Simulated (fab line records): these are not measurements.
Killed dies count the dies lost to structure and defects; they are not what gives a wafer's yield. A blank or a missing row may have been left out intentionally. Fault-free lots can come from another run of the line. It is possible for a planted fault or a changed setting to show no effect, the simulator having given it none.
Struck lot and sound lot, side by side | flow nand-harc | 15 steps out of a route of 1302
Sound: these wafers, L836.2, L836.3, L836.5. Struck: wafer L844.6 (L844.1, L844.4, from the same lot, were not struck and are left out); the cause is given at the end.
Each step with rows lists, per side, the tool, then ch with its chambers, then its first start. Under that, the readings that differ: sound wafers | struck wafers | difference of the means | sigmas: that difference in standard deviations of wafers without a fault.
alike: readings with means less than 2 such deviations apart, plus words and numbers identical on both sides. not compared: withheld readings, readings lacking a value on some wafer, bounds such as >300 that could conceal the same value, and numbers that have no deviation in the record and whose values overlap.
Wherever a step has rows on one side only, a row that says differs or no value, or a row with sigmas, the two part there. Numbers that don't overlap but have no deviation are shown without sigmas and don't part them. A reading that every wafer of one side lacks parts them only if that side has two wafers or more.

NHARC_A_CHANNEL_HOLE_D1_CD_MEAS_30:
  sound on cd-sem-03, day 10 20:58; struck on cd-sem-03, day 14 13:18
  alike: cd-nm
NHARC_A_CHANNEL_HOLE_D1_XSEM_31:
  sound on xsem-02 ch 0, day 10 21:04; struck on xsem-01 ch 0, day 14 13:23
  alike: bot-cd-nm, bow-nm, tilt-deg
NHARC_A_CHANNEL_HOLE_D1_INSPECT_40:
  sound on defect-inspect-01, day 10 21:10; struck on defect-inspect-01, day 14 13:29
  alike: raw-defect-count
then, 2 steps without rows for these wafers: NHARC_A_CHANNEL_FILL_D1_PRECLEAN_00 (cleans in SC1); NHARC_A_CHANNEL_FILL_D1_SRD_01.
NHARC_A_CHANNEL_FILL_D1_ALD_02: deposits SiO2, target thk 6 nm, pulse time 10 s, ald cycles 60.
  sound on ald-hk-01 ch 0,2, day 10 21:26; struck on ald-hk-02 ch 1, day 14 13:41
  alike: heater-power-w, precursor-pulse-height-rel
then, 1 step without rows for these wafers: NHARC_A_CHANNEL_FILL_D1_ALD_03 (deposits SiNx, target thk 6 nm, pulse time 60 s, ald cycles 58).
NHARC_A_CHANNEL_FILL_D1_ALD_14: deposits SiO2, target thk 2.5 nm, pulse time 10 s, ald cycles 25.
  sound on ald-hk-03 ch 0,2,3, day 11 04:22; struck on ald-hk-02 ch 1, day 14 20:46
  alike: heater-power-w, precursor-pulse-height-rel
NHARC_A_CHANNEL_FILL_D1_ALD_15: deposits SiNx, target thk 2 nm, pulse time 60 s, ald cycles 19.
  sound: ald-sin-batch-03 ch 0; struck: ald-sin-batch-02 ch 0
  alike: precursor-pulse-height-rel
NHARC_A_CHANNEL_FILL_D1_ALD_16: deposits SiO2, target thk 1.5 nm, pulse time 10 s, ald cycles 15.
  sound on ald-hk-03 ch 0,1,3, day 11 10:12; struck on ald-hk-03 ch 3, day 15 02:17
  alike: heater-power-w, precursor-pulse-height-rel
then, 2 steps without rows for these wafers: NHARC_A_CHANNEL_FILL_D1_ANNEAL_17 (time 1800 s); NHARC_A_CHANNEL_FILL_D1_CVD_18 (deposits poly-Si, target thk 3 nm).
NHARC_A_CHANNEL_FILL_D1_ETCHBACK_19: etches the open film in HBr/Cl2, target depth 5 nm, time 1.7 s.
  sound on rie-si-01 ch 1,2, day 12 01:55; struck on rie-si-06 ch 2, day 15 14:07
  reading               | sound             | struck | difference | sigmas
  oes-product-au (a.u.) | 1.001 1.015 1.014 | 1.196  | +0.186     | +20
  alike: drypump-motor-current-A, mfc-cl2-sccm, rf-fwd-power-W, throttle-valve-pct
  not compared: rf-hours-counter-h
then, 1 step without rows for these wafers: NHARC_A_CHANNEL_FILL_D1_ETCHBACK_20 (etches the open film in C4F8/O2/Ar, target depth 27 nm, time 13.5 s).
-- break in the record here, with 15 days between the starts of the struck wafers on either side (left off in module A_CHANNEL_FILL_D1, picked up again in module END, where the first step shown is number 1302 on the route) --
NHARC_END_SORT_01:
  at this point the record logs the struck wafers (prober-02 ch 0, day 30 04:03) and has no rows for the sound ones

== WHERE THEY PART ==
First at NHARC_A_CHANNEL_FILL_D1_ETCHBACK_19; last, within this record, at NHARC_END_SORT_01.

WHY: what the simulator had put in
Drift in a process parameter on rie-si-06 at NHARC_A_CHANNEL_FILL_D1_ETCHBACK_19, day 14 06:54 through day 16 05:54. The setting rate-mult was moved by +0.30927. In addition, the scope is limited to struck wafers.
